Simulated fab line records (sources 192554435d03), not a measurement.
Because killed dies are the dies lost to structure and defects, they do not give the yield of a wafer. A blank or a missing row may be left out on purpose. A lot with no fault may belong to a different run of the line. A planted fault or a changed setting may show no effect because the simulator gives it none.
Chamber matching / flow n5_finfet / N5_BEOL_M7_ILD_DEP_00 on pecvd-03: 3 sister chambers
The step deposits SiCOH lowk from DEMS/porogen, target thk 179.75 nm, time 33.4 s. 6 wafers are shown with their chamber, then 8 later ones without.

## WAFERS PAIRED WITH THEIR CHAMBERS
wafer=L081.3; chamber=1; throttle_valve_pct (%)=14.3; showerhead_plenum_p_Torr (Torr)=5.727
wafer=L081.6; chamber=2; throttle_valve_pct (%)=13.7; showerhead_plenum_p_Torr (Torr)=5.755
wafer=L084.2; chamber=1; throttle_valve_pct (%)=13.9; showerhead_plenum_p_Torr (Torr)=5.729
wafer=L084.3; chamber=0; throttle_valve_pct (%)=15.7; showerhead_plenum_p_Torr (Torr)=5.723
wafer=L084.4; chamber=2; throttle_valve_pct (%)=13.6; showerhead_plenum_p_Torr (Torr)=5.769
wafer=L083.2; chamber=0; throttle_valve_pct (%)=15.4; showerhead_plenum_p_Torr (Torr)=5.729

## WAFERS WITH NO CHAMBER GIVEN
wafer=L083.5; throttle_valve_pct (%)=15.4; showerhead_plenum_p_Torr (Torr)=5.716
wafer=L083.6; throttle_valve_pct (%)=13.5; showerhead_plenum_p_Torr (Torr)=5.773
wafer=L090.1; throttle_valve_pct (%)=13.4; showerhead_plenum_p_Torr (Torr)=5.777
wafer=L090.3; throttle_valve_pct (%)=13.8; showerhead_plenum_p_Torr (Torr)=5.722
wafer=L090.5; throttle_valve_pct (%)=13.7; showerhead_plenum_p_Torr (Torr)=5.727
wafer=L096.2; throttle_valve_pct (%)=14.0; showerhead_plenum_p_Torr (Torr)=5.720
wafer=L096.4; throttle_valve_pct (%)=15.4; showerhead_plenum_p_Torr (Torr)=5.712
wafer=L096.6; throttle_valve_pct (%)=13.7; showerhead_plenum_p_Torr (Torr)=5.745

## WHICH CHAMBER EACH WENT THROUGH
wafer=L083.5; from the rows above=0; in truth=0
wafer=L083.6; from the rows above=2; in truth=2
wafer=L090.1; from the rows above=2; in truth=2
wafer=L090.3; from the rows above=1; in truth=1
wafer=L090.5; from the rows above=1; in truth=1
wafer=L096.2; from the rows above=1; in truth=1
wafer=L096.4; from the rows above=0; in truth=0
wafer=L096.6; from the rows above=can't be placed: 2 or 1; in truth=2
Correctly placed: 7 of 8. Cannot be placed on the basis of these rows: 1; the candidates contain the true chamber in 1. Placed wrongly: 0.
How it was worked out, from the rows above alone: a wafer's distance from a chamber is the root of the sum, over the readings, of the square of ((its reading less the chamber's mean) divided by the reading's scatter). If the next closest chamber is less than 2 further off than the closest, the wafer can't be placed; otherwise it belongs to the closest. For every chamber, the mean is computed from those of its wafers that are shown. The scatter: the root of (the sum of the squares of (reading less its chamber's mean) over the shown wafers, divided by (wafers less chambers)).
